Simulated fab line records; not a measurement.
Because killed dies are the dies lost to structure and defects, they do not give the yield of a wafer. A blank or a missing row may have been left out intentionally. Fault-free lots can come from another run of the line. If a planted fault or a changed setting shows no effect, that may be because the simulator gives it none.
Code-filled problem report in 8D (eight disciplines) form | flow n5-finfet | the parts of the form that need people (team, actions taken, sign-off) are left out

## 1. WHAT WENT WRONG
At N5_FIN_SAQP_CD_MEAS_16, cd-nm averages 31.2 nm over 4 wafers from 3 lots, while fault-free wafers read 35.6 nm, standard deviation 0.31. Measured from the usual mean, that is -14 standard deviations.
The step: target cd 35.6 nm.
The first sign was on wafer L887.3 at day 4 03:10, on cd-sem-03. Wafers with a number at this step in the record: 29, from 10 lots. The rule behind "out" and "out of limits": a value lying over 4 standard deviations away from the usual mean. Any other wafer with a number is counted as sound.

## 2. WHAT IT IS; WHAT IT IS NOT
question                    | is                              | is not
which readings at this step | cd-nm                           | -
which lots                  | L887, L889, L891                | L878, L884, L885, L886, L893, L899, L901
which wafers of those lots  | L887.3, L887.5, L889.5, L891.5  | L887.1, L889.1, L889.4, L891.1
read on which gauges        | cd-sem-01, cd-sem-02, cd-sem-03 | -
when                        | from day 4 03:10                | up to then (13 sound wafers); but 12 sound wafers of L889, L891, L893, L899, L901 came after

## 3. SUSPECTS, AND WHAT RULES EACH OUT
Counting: if a tool at a process step up to the reading ran every lot that is out, it stays a suspect. Sound lots after the first of them don't rule it out here, since some wafers of a struck lot are sound.
- the gauge at N5_FIN_SAQP_CD_MEAS_16 has been ruled out. Those wafers that are out were read across 3 gauges (cd-sem-01, cd-sem-02, cd-sem-03).
- rtp-anneal-01 at N5_WELL_APT_RTA_34 (time 10 s): kept. Every lot that is out went through it, the first being L887 (day 3 21:41); the last sound lot it ran before that was L885 (day 3 10:12).
- arfi-scanner-01 at N5_FIN_SAQP_EXPOSE_13 (exposes mask FIN CORE, target cd 35.6 nm): kept. Every lot that is out went through it, the first being L887 (day 4 03:02); the last sound lot it ran before that was L886 (day 3 21:29).
After counting, rtp-anneal-01 at N5_WELL_APT_RTA_34 and arfi-scanner-01 at N5_FIN_SAQP_EXPOSE_13 remain.

## 4. THE CAUSE (what the simulator had put in)
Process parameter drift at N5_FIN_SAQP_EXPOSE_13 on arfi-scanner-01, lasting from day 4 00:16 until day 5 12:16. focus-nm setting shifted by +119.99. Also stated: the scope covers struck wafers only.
Of the 2 suspects that counting leaves, this tool is one.

## 5. SEQUENCE OF EFFECTS, ordered by route
Each row: a reading where the mean over the struck wafers with a number is more than 3 standard deviations away from the usual. Only readings for which the record gives a usual standard deviation are gone through. hours: the time from each lot's start at the first step in this table that gives one to its start at this step, as a median over the lots. sigmas: the change in usual standard deviations.
hours | step                    | reading             | usual   | on struck wafers | change | sigmas
0     | N5_FIN_SAQP_CD_MEAS_16  | cd-nm               | 35.6 nm | 31.2             | -4.4   | -14
287   | N5_PASSIVATION_PROBE_49 | killed-at-front-end | 39      | 82               | +42    | +3.9
287   | N5_PASSIVATION_PROBE_49 | killed-dies         | 100     | 146              | +46    | +3.0
287   | N5_PASSIVATION_PROBE_49 | sort_bin_5_function | 5.0 %   | 8.4              | +3.4   | +3.8
287   | N5_PASSIVATION_PROBE_49 | sort-n-pass         | 1080    | 1034             | -46    | -3.0
The process steps in it:
- N5_PASSIVATION_PROBE_49
Later measuring or inspecting steps at which every struck wafer that the step has a row for has a number for every such reading, and none has moved that far: N5_BEOL_M4_RC_MEAS_101.

## 6. WHAT WOULD HAVE CAUGHT IT SOONER
Counted from the fault's start at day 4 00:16, it took 3 hours until the first out-of-limits reading at a measuring or inspecting step in this record, taken at day 4 03:10.
Lots out: 3; of these, L889, L891 started N5_FIN_SAQP_EXPOSE_13 on arfi-scanner-01 after day 4 03:10. A hold on the tool at that time would have spared those 2.
